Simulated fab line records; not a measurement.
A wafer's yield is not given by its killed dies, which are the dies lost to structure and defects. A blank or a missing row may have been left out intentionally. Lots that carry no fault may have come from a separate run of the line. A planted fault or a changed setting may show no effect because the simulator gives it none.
fab line records ; flow n5-finfet
[record] lots = 10; wafers = 30; last-day = 19
route steps=1938 shown BEOL_M4@1108 BEOL_M5@1123 PASSIVATION@1936
lots untouched by any fault: they come from a run of this same line in which no faults occurred
start-h: hours from the record's first day to the start of the lot's first wafer shown ; wait-h: hours from the lot's prior step to this one ; " unchanged from the row above ; L1.1+2: one row covering several wafers at once ; - no value, or no start given ; * or withheld: withheld ; < > ~ a bound
route shown NAME@n: names a module that has steps shown in the file, with the first one's number in the route ; usual: mean/standard deviation taken from wafers without a fault ; same: alike in all rows ; chamber/n: place in a boat ; sites: per-site readings ; _std_site: standard deviation across them ; _edge_site: outer sites' mean less inner sites' ; radius-mm: how far each site lies from the wafer's centre ; mask NAME#n: copy n ; behind: the most recent tool/chamber to have shaped the wafer ; hold: what put the lot on hold/how long, in hours/how the hold closed ; device: which transistor (n, p or np) failed to switch ; end of line: tests of these same wafers at the route's end ; a step with no rows: only its recipe ; killed: at the first sort, the dies lost to defects and structure; wafer yield is something else ; map: the dies of a wafer, with x for killed, . for not killed, _ for no die there
set.NAME: the run value of the setting; set.NAME@STEP: its run value at that earlier step ; model.NAME: the simulator's own value behind a step, which no gauge read
one table for each step of the route and one row for each wafer, over a sample of lots
services: a tool's chamber out of use, with start hour (start-h, from the record's first day; less than 0 if before it), hours out, and reason
[[steps]]
[step N5_BEOL_M4_DEP_57]
[recipe] material = SiCN; target-thk-a = 80; temp-c = withheld; precursor = 3MS/NH3; pressure-torr = 3; rf-w = 202; time-s = 14
[usual] showerhead-plenum-p-Torr = 3.666/0.013; throttle-valve-pct = 9.2/0.65
lot.wafer;tool;chamber;start-h;wait-h;showerhead-plenum-p-Torr;throttle-valve-pct
L375.1;pecvd-04;2;180.76;0.0;3.660;8.9
L375.2;pecvd-04;0;180.76;0.0;3.655;8.9
L375.3;pecvd-04;1;180.76;0.0;3.692;9.5
L382.1;pecvd-02;2;239.80;0.0;3.679;8.4
L382.3;pecvd-02;0;239.80;0.0;3.658;9.0
L382.6;pecvd-02;2;239.80;0.0;3.681;8.3
L385.1;pecvd-04;2;247.53;0.0;3.661;8.7
L385.2;pecvd-04;1;247.53;0.0;3.690;9.4
L385.5;pecvd-04;0;247.53;0.0;3.651;9.1
L386.1;pecvd-01;2;266.16;0.0;3.656;9.6
L386.2;pecvd-01;0;266.16;0.0;3.660;8.6
L386.6;pecvd-01;2;266.16;0.0;3.667;9.7
L384.1;pecvd-02;0;266.96;0.0;3.670;9.1
L384.3;pecvd-02;1;266.96;0.0;3.658;10.3
L384.5;pecvd-02;1;266.96;0.0;3.659;10.1
L390.1;pecvd-02;0;277.98;0.0;3.650;8.8
L390.2;pecvd-02;2;277.98;0.0;3.686;8.1
L390.5;pecvd-02;2;277.98;0.0;3.668;8.0
L392.3;pecvd-01;1;302.35;0.0;3.664;9.8
L392.4;pecvd-01;2;302.35;0.0;3.657;9.5
L392.5;pecvd-01;0;302.35;0.0;3.673;8.9
L394.3;pecvd-04;1;305.14;0.0;3.689;9.4
L394.5;pecvd-04;2;305.14;0.0;3.673;9.3
L394.6;pecvd-04;1;305.14;0.0;3.689;9.3
L397.1;pecvd-02;1;331.82;0.0;3.656;10.1
L397.2;pecvd-02;0;331.82;0.0;3.649;9.1
L397.3;pecvd-02;2;331.82;0.0;3.690;8.0
L398.2;pecvd-01;0;334.52;0.0;3.657;8.5
L398.4;pecvd-01;0;334.52;0.0;3.660;8.6
L398.6;pecvd-01;1;334.52;0.0;3.667;9.6
[step N5_BEOL_M5_EXPOSE_08]
[recipe] mask-id = M5; na = 0.33; source-shape = annular; sigma-inner = 0.4; sigma-outer = 0.8; polarization = unpolarized; target-cd-nm = 28; dose-mj = 35.75
[usual] exposure-dose-mJ-cm2 = 35.67/0.042; reticle-temp-C = 22.99/0.098
lot.wafer;tool;chamber;start-h;wait-h;mask;exposure-dose-mJ-cm2;reticle-temp-C
L375.1;euv-scanner-01;0;183.89;-;M5#0;35.69;23.07
L375.2;euv-scanner-01;0;183.89;-;M5#0;35.67;23.11
L375.3;euv-scanner-01;0;183.89;-;M5#0;35.71;23.18
L382.1;euv-scanner-01;0;242.75;-;M5#0;35.63;22.94
L382.3;euv-scanner-01;0;242.75;-;M5#0;35.65;22.99
L382.6;euv-scanner-01;0;242.75;-;M5#0;35.65;23.04
L385.1;euv-scanner-01;0;250.99;-;M5#0;38.11;23.06
L385.2;euv-scanner-01;0;250.99;-;M5#0;38.11;23.03
L385.5;euv-scanner-01;0;250.99;-;M5#0;38.13;23.21
L386.1;euv-scanner-01;0;270.38;-;M5#0;37.24;23.01
L386.2;euv-scanner-01;0;270.38;-;M5#0;37.25;22.95
L386.6;euv-scanner-01;0;270.38;-;M5#0;37.22;23.00
L384.1;euv-scanner-01;0;270.74;-;M5#0;36.91;23.06
L384.3;euv-scanner-01;0;270.74;-;M5#0;36.89;22.98
L384.5;euv-scanner-01;0;270.74;-;M5#0;36.85;22.96
L390.1;euv-scanner-02;0;281.66;-;M5#0;35.69;23.01
L390.2;euv-scanner-02;0;281.66;-;M5#0;35.72;22.85
L390.5;euv-scanner-02;0;281.66;-;M5#0;35.68;22.77
L392.3;euv-scanner-02;0;305.10;-;M5#0;35.72;22.91
L392.4;euv-scanner-02;0;305.10;-;M5#0;35.69;22.82
L392.5;euv-scanner-02;0;305.10;-;M5#0;35.68;22.85
L394.3;euv-scanner-02;0;308.15;-;M5#0;35.75;23.08
L394.5;euv-scanner-02;0;308.15;-;M5#0;35.74;23.06
L394.6;euv-scanner-02;0;308.15;-;M5#0;35.74;22.97
L397.1;euv-scanner-02;0;335.38;-;M5#0;35.69;22.88
L397.2;euv-scanner-02;0;335.38;-;M5#0;35.69;22.91
L397.3;euv-scanner-02;0;335.38;-;M5#0;35.71;23.11
L398.2;euv-scanner-02;0;338.66;-;M5#0;35.69;22.98
L398.4;euv-scanner-02;0;338.66;-;M5#0;35.71;23.11
L398.6;euv-scanner-02;0;338.66;-;M5#0;35.63;23.08
[step N5_BEOL_M5_CD_MEAS_11]
[recipe] target-cd-nm = 27.74; landing-energy-ev = 500; detector = se-inlens
[usual] cd-nm = 27.95/0.25
lot.wafer;tool;chamber;start-h;wait-h;cd-nm
L375.1;cd-sem-03;0;184.02;-;28.19
L375.2;cd-sem-03;0;184.02;-;27.83
L375.3;cd-sem-03;0;184.02;-;27.86
L382.1;cd-sem-02;0;242.88;-;27.77
L382.3;cd-sem-02;0;242.88;-;27.40
L382.6;cd-sem-02;0;242.88;-;28.00
L385.1;cd-sem-03;0;251.12;-;29.66
L385.2;cd-sem-03;0;251.12;-;29.45
L385.5;cd-sem-03;0;251.12;-;29.35
L386.1;cd-sem-03;0;270.50;-;29.11
L386.2;cd-sem-03;0;270.50;-;28.86
L386.6;cd-sem-03;0;270.50;-;28.94
L384.1;cd-sem-03;0;270.86;-;28.75
L384.3;cd-sem-03;0;270.86;-;28.70
L384.5;cd-sem-03;0;270.86;-;28.91
L390.1;cd-sem-01;0;281.79;-;27.91
L390.2;cd-sem-01;0;281.79;-;27.85
L390.5;cd-sem-01;0;281.79;-;28.05
L392.3;cd-sem-03;0;305.22;-;27.97
L392.4;cd-sem-03;0;305.22;-;27.65
L392.5;cd-sem-03;0;305.22;-;27.81
L394.3;cd-sem-02;0;308.27;-;28.22
L394.5;cd-sem-02;0;308.27;-;27.92
L394.6;cd-sem-02;0;308.27;-;27.95
L397.1;cd-sem-02;0;335.51;-;28.10
L397.2;cd-sem-02;0;335.51;-;28.26
L397.3;cd-sem-02;0;335.51;-;28.15
L398.2;cd-sem-03;0;338.79;-;28.18
L398.4;cd-sem-03;0;338.79;-;28.17
L398.6;cd-sem-03;0;338.79;-;28.06
[step N5_BEOL_M5_INSPECT_13]
[recipe] mode = adi; inspect-instrument = brightfield
[usual] raw-defect-count = 425/99
lot.wafer;tool;chamber;start-h;wait-h;raw-defect-count
L375.1;defect-inspect-01;-;184.11;0.1;267
L375.2;defect-inspect-01;-;184.11;0.1;420
L375.3;defect-inspect-01;-;184.11;0.1;421
L382.1;defect-inspect-02;-;242.97;0.1;291
L382.3;defect-inspect-02;-;242.97;0.1;381
L382.6;defect-inspect-02;-;242.97;0.1;505
L385.1;defect-inspect-01;-;251.21;0.1;382
L385.2;defect-inspect-01;-;251.21;0.1;373
L385.5;defect-inspect-01;-;251.21;0.1;341
L386.1;defect-inspect-01;-;270.59;0.1;353
L386.2;defect-inspect-01;-;270.59;0.1;500
L386.6;defect-inspect-01;-;270.59;0.1;352
L384.1;defect-inspect-02;-;270.95;0.1;496
L384.3;defect-inspect-02;-;270.95;0.1;735
L384.5;defect-inspect-02;-;270.95;0.1;443
L390.1;defect-inspect-02;-;281.87;0.1;406
L390.2;defect-inspect-02;-;281.87;0.1;353
L390.5;defect-inspect-02;-;281.87;0.1;439
L392.3;defect-inspect-02;-;305.31;0.0;473
L392.4;defect-inspect-02;-;305.31;0.0;313
L392.5;defect-inspect-02;-;305.31;0.0;683
L394.3;defect-inspect-01;-;308.36;0.0;413
L394.5;defect-inspect-01;-;308.36;0.0;396
L394.6;defect-inspect-01;-;308.36;0.0;367
L397.1;defect-inspect-01;-;335.60;0.1;544
L397.2;defect-inspect-01;-;335.60;0.1;419
L397.3;defect-inspect-01;-;335.60;0.1;432
L398.2;defect-inspect-02;-;338.87;0.0;423
L398.4;defect-inspect-02;-;338.87;0.0;552
L398.6;defect-inspect-02;-;338.87;0.0;494
[step N5_BEOL_M5_ETCH_72]
[recipe] chemistry = N2/H2; target = underlayer; target-depth-a = 65; mask-material = CAR-EUV; time-s = 5.2; ion-energy-ev = 200; pressure-mtorr = 30; source-w = 840; bias-w = 150; n2-flow-sccm = 200; h2-flow-sccm = 200; ends = cleared
[usual] drypump-motor-current-A = 5.53/0.28; etch-rf-on-time-s = 5.18/0.085; h2-flow-sccm = 200.0/0.62; oes-product-au = 0.65/0.059; rf-vpp-V = 522.8/2.9; showerhead-plenum-p-Torr = 2.51/0.095; throttle-valve-pct = 17.83/0.25
lot.wafer;tool;chamber;start-h;wait-h;drypump-motor-current-A;etch-rf-on-time-s;h2-flow-sccm;oes-product-au;rf-hours-counter-h;rf-vpp-V;showerhead-plenum-p-Torr;throttle-valve-pct
L375.1;rie-diel-06;2;184.40;0.0;5.94;5.19;199.0;0.68;106;526.6;2.68;17.75
L375.2;rie-diel-06;1;184.40;0.0;6.01;5.01;200.5;0.78;28;524.6;2.59;17.61
L375.3;rie-diel-06;3;184.40;0.0;5.08;5.21;200.4;0.61;214;519.1;2.41;17.95
L382.1;rie-diel-03;3;243.42;0.0;5.70;5.20;200.2;0.59;243;524.1;2.51;18.21
L382.3;rie-diel-03;0;243.42;0.0;5.56;5.19;200.5;0.62;218;522.7;2.51;17.65
L382.6;rie-diel-03;0;243.42;0.0;5.54;5.21;199.5;0.62;-;523.4;2.51;17.66
L385.1;rie-diel-03;0;251.28;0.0;5.58;5.26;199.9;0.61;222;519.9;2.51;17.63
L385.2;rie-diel-03;2;251.28;0.0;5.29;5.24;200.4;0.62;187;521.2;2.53;18.36
L385.5;rie-diel-03;0;251.28;0.0;5.56;5.24;201.5;0.61;-;524.8;2.51;17.64
L386.1;rie-diel-06;3;270.73;0.0;5.07;5.22;199.9;0.60;239;520.1;2.40;18.02
L386.2;rie-diel-06;0;270.73;0.0;5.46;5.01;199.5;0.72;80;525.2;2.57;17.54
L386.6;rie-diel-06;0;270.73;0.0;5.44;4.96;200.2;0.73;-;525.1;2.57;17.56
L384.1;rie-diel-03;3;271.02;0.0;5.72;5.29;199.3;0.59;249;522.3;2.51;18.21
L384.3;rie-diel-03;1;271.02;0.0;5.23;5.25;197.9;0.64;163;516.9;2.33;17.57
L384.5;rie-diel-03;0;271.02;0.0;5.59;5.26;199.8;0.61;-;523.2;2.50;17.64
L390.1;rie-diel-01;3;281.94;0.0;5.67;5.13;200.6;0.64;160;519.6;2.45;17.76
L390.2;rie-diel-01;1;281.94;0.0;5.63;5.15;199.5;0.60;244;525.3;2.62;18.04
L390.5;rie-diel-01;2;281.94;0.0;5.67;5.25;199.9;0.59;-;522.6;2.51;18.12
L392.3;rie-diel-03;0;305.88;0.0;5.56;5.23;200.0;0.59;241;524.8;2.50;17.68
L392.4;rie-diel-03;2;305.88;0.0;5.32;5.18;198.6;0.61;205;522.6;2.52;18.42
L392.5;rie-diel-03;0;305.88;0.0;5.53;5.20;199.6;0.59;-;522.5;2.50;17.67
L394.3;rie-diel-01;1;308.42;0.0;5.60;5.26;200.4;0.58;252;526.4;2.61;18.02
L394.5;rie-diel-01;3;308.42;0.0;5.66;5.22;199.8;0.62;-;521.8;2.44;17.76
L394.6;rie-diel-01;0;308.42;0.0;5.08;5.22;200.6;0.67;-;526.1;2.56;18.01
L397.1;rie-diel-01;3;335.83;0.0;5.67;5.19;199.0;0.62;178;519.3;2.44;17.78
L397.2;rie-diel-01;0;335.83;0.0;5.08;5.23;199.3;0.66;114;522.7;2.55;18.02
L397.3;rie-diel-01;2;335.83;0.0;5.70;5.18;200.4;0.83;2;522.6;2.50;17.73
L398.2;rie-diel-06;0;339.16;0.0;5.51;5.05;199.8;0.70;101;524.2;2.56;17.58
L398.4;rie-diel-06;0;339.16;0.0;5.47;5.08;200.1;0.70;-;522.4;2.56;17.61
L398.6;rie-diel-06;2;339.16;0.0;5.95;5.20;200.1;0.65;-;527.0;2.66;17.83
[step N5_PASSIVATION_PROBE_49]
[usual] defect-limited-yield = 91.0/1.5; killed_at_M0_to_M3 = 37/12; killed_at_M4_up = 13/5; killed-at-contacts = 13/6.1; killed-at-front-end = 39/11; killed-at-other = 4/3.2; killed-dies = 106/17; killed-open = 69/12; killed-short = 35/7.9; sort_bin_4_leakage = 0.00/0.007; sort_bin_5_function = 5.3/1; sort_bin_6_memory = 3.3/0.68; sort-n-pass = 1074/17; sort-yield-pct = 91.0/1.5
[same] gross-dies = 1180; killed-at-back-side = 0; sort_bin_8_speed[%] = 0
lot.wafer;tool;chamber;start-h;wait-h;defect-limited-yield[%];killed_at_M0_to_M3;killed_at_M4_up;killed-at-contacts;killed-at-front-end;killed-at-other;killed-dies;killed-open;killed-short;sort_bin_4_leakage[%];sort_bin_5_function[%];sort_bin_6_memory[%];sort-n-pass;sort-yield-pct[%]
L386.1;prober-01;-;374.41;0.0;90.2;52;8;10;41;5;116;79;36;0;5.8;3.7;1064;90.2
L384.5;prober-02;-;375.09;0.2;90.7;46;15;10;28;11;110;61;46;0;5.1;3.5;1070;90.7
// killed by level:class
L386.1 BEOL_M1:geometric-particle:open=19 FIN_SAQP:geometric-particle:open=18 FIN_SAQP:geometric-particle:short=11 MOL_CONTACT_COAG:geometric-particle:open=10 BEOL_M0_SAQP:geometric-particle:short=10 BEOL_M0_SAQP:geometric-particle:open=9 BEOL_M3:geometric-particle:open=7 PAD_METAL:geometric-particle:open=3
L384.5 BEOL_M0_SAQP:geometric-particle:short=11 BEOL_M3:geometric-particle:open=10 BEOL_M0_SAQP:geometric-particle:open=8 MOL_CONTACT_COAG:geometric-particle:open=7 BEOL_M4:geometric-particle:open=6 PASS1_DEP:geometric-particle:short=5 BEOL_M2:geometric-particle:short=5 BEOL_M0:geometric-particle:open=4
[[services]]
tool;chamber;start-h;hours;kind
euv-scanner-02;-;171.06;1.0;pm
rie-diel-03;1;174.66;6.3;repair
euv-scanner-01;-;176.19;1.0;pm
euv-scanner-01;-;184.12;0.2;repair
pecvd-04;-;198.44;0.5;repair
rie-diel-01;0;210.39;10.2;repair
pecvd-04;2;216.90;6.0;repair
euv-scanner-01;-;218.54;4.6;pm
euv-scanner-02;-;228.92;1.0;pm
euv-scanner-01;-;232.30;1.0;pm
rie-diel-03;2;241.27;5.7;repair
rie-diel-03;3;244.60;9.1;repair
euv-scanner-02;0;249.43;-;calibration
euv-scanner-02;-;256.19;0.9;repair
rie-diel-06;2;269.26;3.9;repair
pecvd-01;-;273.03;1.2;repair
rie-diel-01;0;275.92;17.7;repair
euv-scanner-02;-;283.36;1.0;pm
pecvd-01;-;288.17;2.8;pm
euv-scanner-01;-;288.45;1.0;pm
euv-scanner-01;0;292.74;-;calibration
euv-scanner-01;-;309.81;1.4;repair
euv-scanner-02;-;318.96;4.6;pm
pecvd-02;1;333.33;8.4;repair
[[key]]
[first-sign] step = N5_BEOL_M5_EXPOSE_08; reading = exposure-dose-mJ-cm2; direction = up; sigmas = 42; usual = 35.67; struck = 37.41
[effect] step = N5_BEOL_M5_CD_MEAS_11; reading = cd-nm; direction = up; sigmas = 4.5; usual = 27.95; struck = 29.08; through = control-loop
met-at N5_BEOL_M5_EXPOSE_08
struck-lots L384,L385,L386
[loop-trim] step = N5_BEOL_M5_EXPOSE_08; setting = dose; lots = L384,L386
not-acting-at N5_BEOL_M4_DEP_57,N5_BEOL_M5_INSPECT_13,N5_BEOL_M5_ETCH_72
onset-between 242.75 250.99
[fault] kind = process-parameter-drift; tool = euv-scanner-01; chamber = -; onset-h = 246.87; steps = N5_BEOL_M5_EXPOSE_08; channel = dose-mj; offset = 2.4646; shape = step; acts-in = these-recipes-only; stated = 35.75
// loop-trim: a control loop set the setting to another value than it would have without faults
